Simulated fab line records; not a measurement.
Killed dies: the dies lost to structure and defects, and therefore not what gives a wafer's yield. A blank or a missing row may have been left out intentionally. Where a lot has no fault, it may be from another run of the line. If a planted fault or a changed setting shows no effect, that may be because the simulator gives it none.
Which tool was responsible? ; flow n5_finfet ; 24 lots, 72 wafers sampled, at 5 steps of a route of 1938

WHAT THE GAUGES SHOWED, per wafer
N5_FIN_SAQP_CD_MEAS_37: target cd 8 nm. Usual: cd_nm at 8.1 nm, with a standard deviation of 0.32.
lot;measured;on;cd_nm (nm);flag
L074;day 2 01:48;cd_sem-01;8.1 7.8 8.4;
L075;day 2 09:06;cd_sem-01;7.9 7.7 8.1;
L076;day 2 14:24;cd_sem-03;7.8 8.2 7.8;
L077;day 2 20:54;cd_sem-01;8.4 8.4 8.2;
L078;day 3 04:10;cd_sem-01;8.3 7.8 8.6;
L079;day 3 07:40;cd_sem-03;8.3 7.6 8.1;
L080;day 3 15:02;cd_sem-03;8.4 8.4 7.7;
L081;day 3 20:23;cd_sem-01;7.8 8.6 8.3;
L082;day 4 02:43;cd_sem-02;8.5 8.8 8.2;
L083;day 4 08:30;cd_sem-03;8.1 8.1 7.8;
L084;day 4 14:14;cd_sem-02;8.1 7.3 7.4;
L085;day 4 20:12;cd_sem-02;8.2 8.6 7.7;
L086;day 5 05:44;cd_sem-03;7.9 8.1 8.4;
L087;day 5 12:30;cd_sem-03;8.1 7.3 7.8;
L088;day 5 14:24;cd_sem-03;8.3 8.1 8.0;
L089;day 5 19:56;cd_sem-03;7.6 7.9 8.1;
L090;day 6 03:16;cd_sem-03;7.9 7.8 8.2;
L091;day 6 08:52;cd_sem-03;8.3 8.1 8.2;
L092;day 6 14:33;cd_sem-02;8.1 9.0 8.6;
L093;day 6 19:35;cd_sem-01;8.2 7.3 8.4;
L094;day 7 02:31;cd_sem-02;7.2 7.8 7.7;
L095;day 7 08:38;cd_sem-03;7.6 8.2 8.0;
L096;day 7 15:21;cd_sem-02;8.0 8.5 7.4;
L097;day 7 23:09;cd_sem-02;8.5 7.9 7.9;

N5_FIN_CUT_INSPECT_17: inspects for defects (brightfield). Usual: raw_defect_count at 232, with a standard deviation of 65.
lot;measured;on;raw_defect_count;flag
L074;day 2 03:25;defect_inspect-02;354 288 252;
L075;day 2 10:34;defect_inspect-02;208 275 179;
L076;day 2 16:00;defect_inspect-02;394 368 298;
L077;day 2 22:29;defect_inspect-01;185 121 159;
L078;day 3 06:04;defect_inspect-01;246 190 145;
L079;day 3 09:08;defect_inspect-01;228 200 165;
L080;day 3 16:30;defect_inspect-02;156 287 198;
L081;day 3 22:02;defect_inspect-02;160 139 198;
L082;day 4 04:33;defect_inspect-02;168 212 236;
L083;day 4 09:58;defect_inspect-02;198 236 172;
L084;day 4 15:50;defect_inspect-02;243 200 240;
L085;day 4 21:47;defect_inspect-01;170 160 255;
L086;day 5 07:16;defect_inspect-02;325 196 164;
L087;day 5 14:22;defect_inspect-01;195 169 185;
L088;day 5 15:57;defect_inspect-02;239 298 348;
L089;day 5 21:33;defect_inspect-02;192 231 109;
L090;day 6 04:53;defect_inspect-02;195 122 225;
L091;day 6 10:20;defect_inspect-02;279 303 229;
L092;day 6 16:01;defect_inspect-01;289 202 238;
L093;day 6 21:10;defect_inspect-02;323 332 231;
L094;day 7 04:03;defect_inspect-01;249 177 254;
L095;day 7 10:25;defect_inspect-02;231 202 246;
L096;day 7 17:03;defect_inspect-02;190 286 178;
L097;day 8 00:44;defect_inspect-01;216 215 213;

TOOL THAT RAN EACH LOT (tool first, then ch and the chambers of the sampled wafers, then the start)
lot;N5_FIN_SAQP_RECESS_71;N5_FIN_SAQP_MANDREL2_REMOVE_60;N5_FIN_CUT_ETCH_20
L074;vapor_etch-01 ch 0,1, day 2 00:35;rie_si-06 ch 1,2, day 2 01:11;rie_diel-02 ch 2,3, day 2 02:34
L075;vapor_etch-02 ch 0,1, day 2 06:59;rie_si-04 ch 0,1, day 2 08:32;rie_diel-06 ch 1,2,3, day 2 09:42
L076;vapor_etch-02 ch 0,1, day 2 13:10;rie_si-04 ch 1,2,3, day 2 13:47;rie_diel-06 ch 0,1,3, day 2 15:08
L077;vapor_etch-01 ch 0,1, day 2 19:29;rie_si-04 ch 0,1,3, day 2 20:16;rie_diel-01 ch 0,1,3, day 2 21:38
L078;vapor_etch-01 ch 0,1, day 3 02:54;rie_si-06 ch 0,2,3, day 3 03:28;rie_diel-02 ch 1,2, day 3 05:11
L079;vapor_etch-02 ch 0,1, day 3 06:28;rie_si-04 ch 0,3, day 3 07:06;rie_diel-01 ch 1,2, day 3 08:17
L080;vapor_etch-01 ch 0,1, day 3 13:54;rie_si-04 ch 0,1,3, day 3 14:28;rie_diel-01 ch 0,2,3, day 3 15:38
L081;vapor_etch-02 ch 0,1, day 3 19:13;rie_si-03 ch 0,1, day 3 19:47;rie_diel-06 ch 2,3, day 3 21:10
L082;vapor_etch-01 ch 0, day 4 01:35;rie_si-03 ch 0,1,2, day 4 02:08;rie_diel-01 ch 0,3, day 4 03:28
L083;vapor_etch-02 ch 0,1, day 4 07:24;rie_si-06 ch 0,3, day 4 07:55;rie_diel-06 ch 0,1,2, day 4 09:08
L084;vapor_etch-02 ch 0,1, day 4 13:01;rie_si-06 ch 0,1,3, day 4 13:42;rie_diel-06 ch 0,1,2, day 4 14:59
L085;vapor_etch-01 ch 0,1, day 4 18:25;rie_si-06 ch 0,1, day 4 19:38;rie_diel-06 ch 0,3, day 4 20:56
L086;vapor_etch-02 ch 0,1, day 5 03:20;rie_si-03 ch 1,3, day 5 05:04;rie_diel-02 ch 1,3, day 5 06:20
L087;vapor_etch-02 ch 0,1, day 5 10:38;rie_si-06 ch 0,1, day 5 11:49;rie_diel-02 ch 0,2, day 5 13:26
L088;vapor_etch-02 ch 0,1, day 5 12:50;rie_si-03 ch 1,2,3, day 5 13:50;rie_diel-02 ch 0,1,3, day 5 15:04
L089;vapor_etch-01 ch 0,1, day 5 18:43;rie_si-06 ch 0,1,2, day 5 19:22;rie_diel-01 ch 0,2, day 5 20:35
L090;vapor_etch-01 ch 0,1, day 6 00:38;rie_si-03 ch 0,1,3, day 6 02:43;rie_diel-01 ch 1,2,3, day 6 04:02
L091;vapor_etch-01 ch 1, day 6 07:38;rie_si-03 ch 0,1,3, day 6 08:14;rie_diel-06 ch 0,2,3, day 6 09:29
L092;vapor_etch-02 ch 0,1, day 6 12:52;rie_si-03 ch 1,3, day 6 13:50;rie_diel-06 ch 0,2,3, day 6 15:10
L093;vapor_etch-02 ch 0,1, day 6 18:28;rie_si-06 ch 1,2,3, day 6 19:01;rie_diel-06 ch 1,2,3, day 6 20:11
L094;vapor_etch-02 ch 1, day 7 01:16;rie_si-03 ch 1,2, day 7 01:56;rie_diel-01 ch 0,1,2, day 7 03:07
L095;vapor_etch-01 ch 1, day 7 07:25;rie_si-03 ch 0,1,2, day 7 08:04;rie_diel-01 ch 1,2,3, day 7 09:21
L096;vapor_etch-01 ch 0,1, day 7 14:03;rie_si-04 ch 0,3, day 7 14:41;rie_diel-01 ch 0,2, day 7 16:11
L097;vapor_etch-02 ch 0,1, day 7 21:58;rie_si-04 ch 0,1,2, day 7 22:31;rie_diel-01 ch 0,1,3, day 7 23:53
- N5_FIN_SAQP_RECESS_71: chemistry HF/NH3, target SiO2, target depth 3 nm, afs cycles 1, sublimation time 60 s.
- N5_FIN_SAQP_MANDREL2_REMOVE_60: chemistry HBr/Cl2/O2, target a-Si, stops on SiNx, bt time 10 s.
- N5_FIN_CUT_ETCH_20: etches SiARC in CF4, target depth 26 nm, time 43.3 s.

AS READ BY THE TOOLS THEMSELVES (means over the sampled wafers that have a number; for cases with no such wafer, the mark the record gives instead)
N5_FIN_SAQP_RECESS_71. Usual: drypump_motor_current_A at 5.7 A, with a standard deviation of 0.43.
lot;tool;drypump_motor_current_A (A);flag
L074;vapor_etch-01;5.8;
L075;vapor_etch-02;5.6;
L076;vapor_etch-02;5.3;
L077;vapor_etch-01;6.0;
L078;vapor_etch-01;6.0;
L079;vapor_etch-02;5.6;
L080;vapor_etch-01;6.0;
L081;vapor_etch-02;5.3;
L082;vapor_etch-01;5.6;
L083;vapor_etch-02;5.3;
L084;vapor_etch-02;5.4;
L085;vapor_etch-01;5.8;
L086;vapor_etch-02;5.4;
L087;vapor_etch-02;5.6;
L088;vapor_etch-02;5.6;
L089;vapor_etch-01;5.8;
L090;vapor_etch-01;5.9;
L091;vapor_etch-01;6.2;
L092;vapor_etch-02;5.4;
L093;vapor_etch-02;5.6;
L094;vapor_etch-02;5.9;
L095;vapor_etch-01;6.2;
L096;vapor_etch-01;5.9;
L097;vapor_etch-02;5.4;

N5_FIN_SAQP_MANDREL2_REMOVE_60. Usual: chamber_pressure_mTorr 10.000 mTorr, standard deviation 0.011; drypump_motor_current_A 5.8 A, standard deviation 0.61; oes_product_au 0.997 a.u., standard deviation 0.022; throttle_valve_pct 36.7 %, standard deviation 0.44.
lot;tool;chamber_pressure_mTorr (mTorr);drypump_motor_current_A (A);oes_product_au (a.u.);throttle_valve_pct (%);flag
L074;rie_si-06;9.996;5.7;1.008;37.4;
L075;rie_si-04;9.987;4.8;0.988;37.1;
L076;rie_si-04;10.000;5.5;0.983;36.6;
L077;rie_si-04;10.004;5.3;0.994;36.7;
L078;rie_si-06;9.992;5.9;0.992;36.6;
L079;rie_si-04;10.000;5.8;0.994;36.3;
L080;rie_si-04;10.000;5.3;0.997;36.7;
L081;rie_si-03;10.005;5.4;1.022;36.7;
L082;rie_si-03;10.003;5.9;1.014;36.6;
L083;rie_si-06;10.003;5.9;0.992;36.1;
L084;rie_si-06;10.001;5.6;0.998;36.6;
L085;rie_si-06;9.998;5.4;1.012;36.7;
L086;rie_si-03;9.992;6.4;0.977;36.6;
L087;rie_si-06;9.996;5.4;1.013;37.1;
L088;rie_si-03;9.976;6.4;0.982;36.6;
L089;rie_si-06;9.998;5.6;1.003;36.8;
L090;rie_si-03;10.006;5.9;1.004;36.7;
L091;rie_si-03;10.008;5.9;1.000;36.6;
L092;rie_si-03;9.995;6.4;0.982;36.6;
L093;rie_si-06;9.999;5.9;0.983;36.7;
L094;rie_si-03;9.991;6.4;1.017;36.7;
L095;rie_si-03;10.002;5.9;1.024;36.7;
L096;rie_si-04;10.000;5.8;0.994;36.3;
L097;rie_si-04;10.012;5.2;0.993;36.6;

N5_FIN_CUT_ETCH_20. Usual: chamber_pressure_mTorr 40.00 mTorr, standard deviation 0.035; drypump_motor_current_A 5.9 A, standard deviation 0.46; etch_rf_on_time_s 44.7 s, standard deviation 1.3; oes_product_au 0.65 a.u., standard deviation 0.08; rf_vpp_V 183.9 V, standard deviation 1.3; showerhead_plenum_p_Torr 2.12 Torr, standard deviation 0.073; throttle_valve_pct 15.58 %, standard deviation 0.24.
lot;tool;chamber_pressure_mTorr (mTorr);drypump_motor_current_A (A);etch_rf_on_time_s (s);oes_product_au (a.u.);rf_vpp_V (V);showerhead_plenum_p_Torr (Torr);throttle_valve_pct (%);flag
L074;rie_diel-02;40.01;5.5;44.7;0.68;184.1;2.14;15.59;
L075;rie_diel-06;40.05;6.1;45.1;0.60;183.4;2.10;15.81;
L076;rie_diel-06;40.02;6.3;45.1;0.59;183.5;2.15;15.69;
L077;rie_diel-01;40.03;5.7;44.7;0.60;184.1;2.15;15.57;
L078;rie_diel-02;39.98;5.3;44.8;0.66;184.2;2.12;15.56;
L079;rie_diel-01;39.95;5.5;43.0;0.65;183.9;2.17;15.67;
L080;rie_diel-01;39.97;5.7;43.9;0.60;183.6;2.09;15.54;
L081;rie_diel-06;40.02;6.0;45.9;0.60;183.2;2.07;15.92;
L082;rie_diel-01;39.99;5.9;44.8;0.58;183.7;2.09;15.55;
L083;rie_diel-06;39.99;6.5;45.3;0.69;184.1;2.12;15.58;
L084;rie_diel-06;39.98;6.4;45.1;0.68;184.2;2.12;15.58;
L085;rie_diel-06;39.99;6.4;46.1;0.68;184.9;2.17;15.50;
L086;rie_diel-02;40.01;6.0;43.4;0.68;184.0;2.12;15.58;
L087;rie_diel-02;39.98;5.3;45.8;0.66;185.0;2.18;15.54;
L088;rie_diel-02;39.99;5.9;45.3;0.66;184.9;2.17;15.48;
L089;rie_diel-01;40.03;5.5;43.1;0.75;183.1;2.14;15.19;
L090;rie_diel-01;40.04;5.6;44.2;0.61;184.1;2.10;15.65;
L091;rie_diel-06;40.01;6.2;45.2;0.67;182.6;2.12;15.66;
L092;rie_diel-06;39.97;6.2;45.6;0.66;183.7;2.12;15.67;
L093;rie_diel-06;39.96;6.1;45.1;0.72;183.6;2.08;15.55;
L094;rie_diel-01;40.01;5.5;43.1;0.68;184.6;2.15;15.47;
L095;rie_diel-01;40.03;5.6;44.3;0.61;183.0;2.10;15.67;
L096;rie_diel-01;40.02;5.6;43.0;0.67;184.1;2.09;15.43;
L097;rie_diel-01;40.00;5.7;44.2;0.65;184.1;2.14;15.48;

THE ANSWER, worked out from the rows above alone
Rule: take the mean of a lot's wafers that have a number; if it is more than 3 standard deviations from the usual mean, the lot is off. Also off: a lot with no number at a reading for which 4 or more lots have one. Where the step has rows for the other lots, those lots are counted as sound. Order of review: gauges by route order, followed by the tools' own readings, for which a lot's mean as printed above is used. At the first step where some lot is off, the reading lying furthest off is the one used; lots without a number count as furthest.
No lot is off on any of the readings shown, so nothing can be concluded from this.

WHAT THE SIMULATOR HAD PUT IN
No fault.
